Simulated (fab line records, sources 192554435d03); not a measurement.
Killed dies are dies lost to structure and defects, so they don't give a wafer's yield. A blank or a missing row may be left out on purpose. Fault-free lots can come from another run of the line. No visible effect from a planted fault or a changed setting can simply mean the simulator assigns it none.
2 desks, one fault	flow n5-finfet	numbers are kept per desk, each desk with only its own; the story behind them comes last

FROM THE METROLOGY DESK
Means of the sampled wafers that have a number, per lot and without regard to the tool the lot ran on: this is what the gauges read. If a lot's mean is further than 4 standard deviations from the usual mean, the lot is out of limits and carries the mark OUT (the distance appears in the brackets). Readings shown: 7 of its 10, picked as those furthest out on some lot.
Columns: A = DIBL_P at N5_BEOL_M4_RC_MEAS_101, usual 36.0 mV/V; B = IOFF_N at N5_BEOL_M4_RC_MEAS_101, usual 0.151 nA/um; C = IOFF_P at N5_BEOL_M4_RC_MEAS_101, usual 0.21 nA/um; D = ION_N at N5_BEOL_M4_RC_MEAS_101, usual 673 uA/um; E = ION_P at N5_BEOL_M4_RC_MEAS_101, usual 463 uA/um; F = SS_N at N5_BEOL_M4_RC_MEAS_101, usual 71.5 mV/dec; G = VT_P at N5_BEOL_M4_RC_MEAS_101, usual -250 mV
lot	first seen here	A	B	C	D	E	F	G
L421	day 7 18:14	36.2	0.143	0.20	669	462	71.4	-251
L422	day 7 23:23	34.5	0.142	0.19	670	461	71.2	-251
L429	day 9 18:19	34.3	0.123	0.16	663	456	71.6	-254
L428	day 10 04:25	37.8	0.168	0.21	680	465	72.4	-250
L432	day 11 01:40	37.1	0.149	0.18	672	457	71.3	-254
L435	day 11 21:02	36.5	0.160	0.21	671	459	71.4	-251
L436	day 12 12:33	39.0	0.186	0.25	686	473	72.1	-247
L438	day 12 13:26	33.9	0.130	0.17	674	461	70.5	-252
L437	day 12 14:29	36.1	0.181	0.25	687	472	71.9	-246
L439	day 12 16:59	34.3	0.129	0.18	669	459	70.5	-251
This desk's verdict: no lot among the 10 shows anything out of limits.

DESK OF THE TOOL OWNER: cvd-co-01
The tool's own readings at N5_BEOL_M2_CVD_47 (deposits Co from CCTBA/H2, target thk 3 nm, time 223.8 s): means of the sampled wafers that have a number, for each lot that ran on this tool. If a lot's mean is further than 4 standard deviations from the usual mean, the lot is out of limits and carries the mark OUT (the distance appears in the brackets).
Columns: A = run-length-s at N5_BEOL_M2_CVD_47, usual 246.8 s
lot	first seen here	A
L421	day 6 19:15	246.6
L422	day 6 22:42	246.7
L428	day 8 15:13	246.9
L432	day 9 15:24	246.5
L435	day 11 01:35	246.4
L436	day 11 03:07	247.7
L439	day 11 09:31	247.5
L438	day 11 09:39	248.3 (+4.4) OUT
This desk finds L438 out of limits, L438 being first, at day 11 09:39 (run-length-s at N5_BEOL_M2_CVD_47). In limits: L421, L422, L428, L432, L435, L436, L439.

TAKEN TOGETHER
The tool owner's desk had the chance to raise an alarm at day 11 09:39 on L438.
At the metrology desk, nothing out of limits was observed.
The metrology desk has L438 on record, within its limits.
The lots listed all ran N5_BEOL_M2_CVD_47 on cvd-co-01.

WHAT HAD BEEN PUT IN BY THE SIMULATOR
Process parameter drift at N5_BEOL_M2_CVD_47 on cvd-co-01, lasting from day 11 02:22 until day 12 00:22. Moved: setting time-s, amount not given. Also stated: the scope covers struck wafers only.
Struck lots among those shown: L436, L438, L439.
Delay in hours, fault start to first out-of-limits reading, by desk: the tool owner's desk at 7.
